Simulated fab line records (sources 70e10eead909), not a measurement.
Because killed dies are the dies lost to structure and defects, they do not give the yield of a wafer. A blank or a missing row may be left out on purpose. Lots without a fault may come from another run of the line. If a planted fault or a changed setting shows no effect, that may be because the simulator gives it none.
Chamber matching || flow nand-harc || 4 sister chambers for NHARC_P_CONTACT_CMP_24 on cmp-01
The step polishes, t overpolish 30 s, target thk 200 nm. 14 wafers are shown with their chamber, then 7 later ones without.

WAFERS PAIRED WITH THEIR CHAMBERS
{"wafer": "L188.4", "chamber": 0, "motor-current-A (A)": 11.8, "time-to-endpoint-s (s)": 39.9, "overpolish-run-s (s)": 30.007}
{"wafer": "L188.5", "chamber": 2, "motor-current-A (A)": 10.8, "time-to-endpoint-s (s)": 37.7, "overpolish-run-s (s)": 30.009}
{"wafer": "L188.6", "chamber": 3, "motor-current-A (A)": 12.4, "time-to-endpoint-s (s)": 36.0, "overpolish-run-s (s)": 30.007}
{"wafer": "L192.1", "chamber": 2, "motor-current-A (A)": 10.6, "time-to-endpoint-s (s)": 39.0, "overpolish-run-s (s)": 29.997}
{"wafer": "L192.3", "chamber": 3, "motor-current-A (A)": 12.5, "time-to-endpoint-s (s)": 39.4, "overpolish-run-s (s)": 29.992}
{"wafer": "L192.4", "chamber": 1, "motor-current-A (A)": 13.9, "time-to-endpoint-s (s)": 36.7, "overpolish-run-s (s)": 29.990}
{"wafer": "L198.1", "chamber": 3, "motor-current-A (A)": 12.2, "time-to-endpoint-s (s)": 43.3, "overpolish-run-s (s)": 30.013}
{"wafer": "L198.2", "chamber": 1, "motor-current-A (A)": 13.7, "time-to-endpoint-s (s)": 37.9, "overpolish-run-s (s)": 29.998}
{"wafer": "L198.4", "chamber": 2, "motor-current-A (A)": 10.4, "time-to-endpoint-s (s)": 39.2, "overpolish-run-s (s)": 29.999}
{"wafer": "L205.1", "chamber": 0, "motor-current-A (A)": 11.1, "time-to-endpoint-s (s)": 41.0, "overpolish-run-s (s)": 29.998}
{"wafer": "L205.3", "chamber": 1, "motor-current-A (A)": 13.9, "time-to-endpoint-s (s)": 35.1, "overpolish-run-s (s)": 30.005}
{"wafer": "L205.4", "chamber": 2, "motor-current-A (A)": 11.2, "time-to-endpoint-s (s)": 36.3, "overpolish-run-s (s)": 29.997}
{"wafer": "L206.3", "chamber": 0, "motor-current-A (A)": 11.6, "time-to-endpoint-s (s)": 37.5, "overpolish-run-s (s)": 30.003}
{"wafer": "L206.5", "chamber": 3, "motor-current-A (A)": 12.1, "time-to-endpoint-s (s)": 38.1, "overpolish-run-s (s)": 29.995}

SIGNATURES (averages over the wafers above)
{"reading": "motor-current-A", "chamber 0": 11.500, "chamber 1": 13.833, "chamber 2": 10.750, "chamber 3": 12.300, "scatter within a chamber": 0.271}
{"reading": "time-to-endpoint-s", "chamber 0": 39.467, "chamber 1": 36.567, "chamber 2": 38.050, "chamber 3": 39.200, "scatter within a chamber": 2.1}
{"reading": "overpolish-run-s", "chamber 0": 30.00267, "chamber 1": 29.99767, "chamber 2": 30.00050, "chamber 3": 30.00175, "scatter within a chamber": 0.0074}
Rule: distance of a wafer from a chamber = root of the sum over the readings of ((wafer's reading minus chamber's mean) / reading's scatter) squared. If the next closest chamber is less than 2 further off than the closest, the wafer can't be placed; otherwise it belongs to the closest. How the scatter is found: for the shown wafers, subtract from each reading the mean of its chamber, square and add these, divide the total by (wafers less chambers), then take the root.

WAFERS MISSING THEIR CHAMBER
{"wafer": "L206.6", "motor-current-A (A)": 11.7, "time-to-endpoint-s (s)": 40.4, "overpolish-run-s (s)": 29.992}
{"wafer": "L209.1", "motor-current-A (A)": 13.8, "time-to-endpoint-s (s)": 37.6, "overpolish-run-s (s)": 29.991}
{"wafer": "L209.2", "motor-current-A (A)": 10.9, "time-to-endpoint-s (s)": 38.5, "overpolish-run-s (s)": 29.992}
{"wafer": "L209.4", "motor-current-A (A)": 11.5, "time-to-endpoint-s (s)": 40.0, "overpolish-run-s (s)": 29.977}
{"wafer": "L210.1", "motor-current-A (A)": 12.3, "time-to-endpoint-s (s)": 36.4, "overpolish-run-s (s)": 30.000}
{"wafer": "L210.2", "motor-current-A (A)": 11.1, "time-to-endpoint-s (s)": 39.2, "overpolish-run-s (s)": 29.996}
{"wafer": "L210.4", "motor-current-A (A)": 12.4, "time-to-endpoint-s (s)": 38.0, "overpolish-run-s (s)": 29.986}

CHAMBER TAKEN BY EACH
{"wafer": "L206.6", "from the rows above": "can't be placed: 0 or 3", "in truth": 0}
{"wafer": "L209.1", "from the rows above": 1, "in truth": 1}
{"wafer": "L209.2", "from the rows above": "can't be placed: 2 or 0", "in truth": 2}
{"wafer": "L209.4", "from the rows above": "can't be placed: 0 or 2 or 3", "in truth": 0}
{"wafer": "L210.1", "from the rows above": "can't be placed: 3 or 0", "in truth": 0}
{"wafer": "L210.2", "from the rows above": "can't be placed: 2 or 0", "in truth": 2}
{"wafer": "L210.4", "from the rows above": "can't be placed: 3 or 0", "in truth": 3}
Placed correctly: 1 of 7. These rows do not allow placing 6 (true chamber among the candidates in 6). Wrongly placed: 0.
